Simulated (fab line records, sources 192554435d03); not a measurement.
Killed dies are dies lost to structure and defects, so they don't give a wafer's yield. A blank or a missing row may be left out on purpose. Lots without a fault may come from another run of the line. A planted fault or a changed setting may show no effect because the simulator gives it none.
Chamber matching | flow n5_finfet | N5_BEOL_M3_ETCHBACK_99 on rie_diel-04: 4 sister chambers
The step etches SiO2 in CHF3, target depth 5 nm, time 10.4 s. 14 wafers are shown with their chamber, then 7 later ones without.

WAFERS WITH THEIR CHAMBER
wafer  | chamber | showerhead_plenum_p_Torr (Torr) | throttle_valve_pct (%) | drypump_motor_current_A (A)
L074.3 | 1       | 2.24                            | 17.04                  | 5.9
L074.4 | 2       | 2.13                            | 17.17                  | 5.7
L074.5 | 1       | 2.24                            | 17.04                  | 5.9
L075.3 | 1       | 2.24                            | 17.03                  | 5.9
L075.4 | 0       | 2.14                            | 17.45                  | 5.7
L075.6 | 3       | 2.03                            | 17.34                  | 5.5
L079.1 | 0       | 2.14                            | 17.48                  | 5.7
L079.3 | 1       | 2.24                            | 17.03                  | 5.9
L079.5 | 3       | 2.03                            | 17.35                  | 5.5
L078.1 | 0       | 2.14                            | 17.47                  | 5.7
L078.4 | 2       | 2.13                            | 17.15                  | 5.8
L078.5 | 2       | 2.13                            | 17.15                  | 5.7
L087.3 | 3       | 2.02                            | 17.38                  | 5.5
L087.4 | 0       | 2.14                            | 17.49                  | 5.7

SIGNATURES (means of the wafers above)
reading                  | chamber 0 | chamber 1 | chamber 2 | chamber 3 | scatter within a chamber
showerhead_plenum_p_Torr | 2.1400    | 2.2400    | 2.1300    | 2.0267    | 0.00258
throttle_valve_pct       | 17.4725   | 17.0350   | 17.1567   | 17.3567   | 0.0145
drypump_motor_current_A  | 5.700     | 5.900     | 5.733     | 5.500     | 0.0258
Rule: a wafer's distance from a chamber is the root of the sum, over the readings, of the square of ((its reading less the chamber's mean) divided by the reading's scatter). The wafer belongs to the nearest chamber; if the next one is less than 2 further off, it can't be placed. The scatter: the root of (the sum of the squares of (reading less its chamber's mean) over the shown wafers, divided by (wafers less chambers)).

WAFERS WITHOUT THEIR CHAMBER
wafer  | showerhead_plenum_p_Torr (Torr) | throttle_valve_pct (%) | drypump_motor_current_A (A)
L087.5 | 2.02                            | 17.39                  | 5.5
L089.1 | 2.13                            | 16.77                  | 5.7
L089.3 | 2.14                            | 17.48                  | 5.7
L089.5 | 2.13                            | 17.50                  | 5.7
L095.4 | 2.23                            | 17.07                  | 5.9
L095.5 | 2.23                            | 17.06                  | 5.9
L095.6 | 2.13                            | 16.78                  | 5.7

WHICH CHAMBER EACH WENT THROUGH
wafer  | from the rows above | in truth
L087.5 | 3                   | 3
L089.1 | 2                   | 2
L089.3 | 0                   | 0
L089.5 | 0                   | 0
L095.4 | 1                   | 1
L095.5 | 1                   | 1
L095.6 | 2                   | 2
Placed correctly: 7 of 7. Can't be placed from these rows: 0. Placed wrongly: 0.
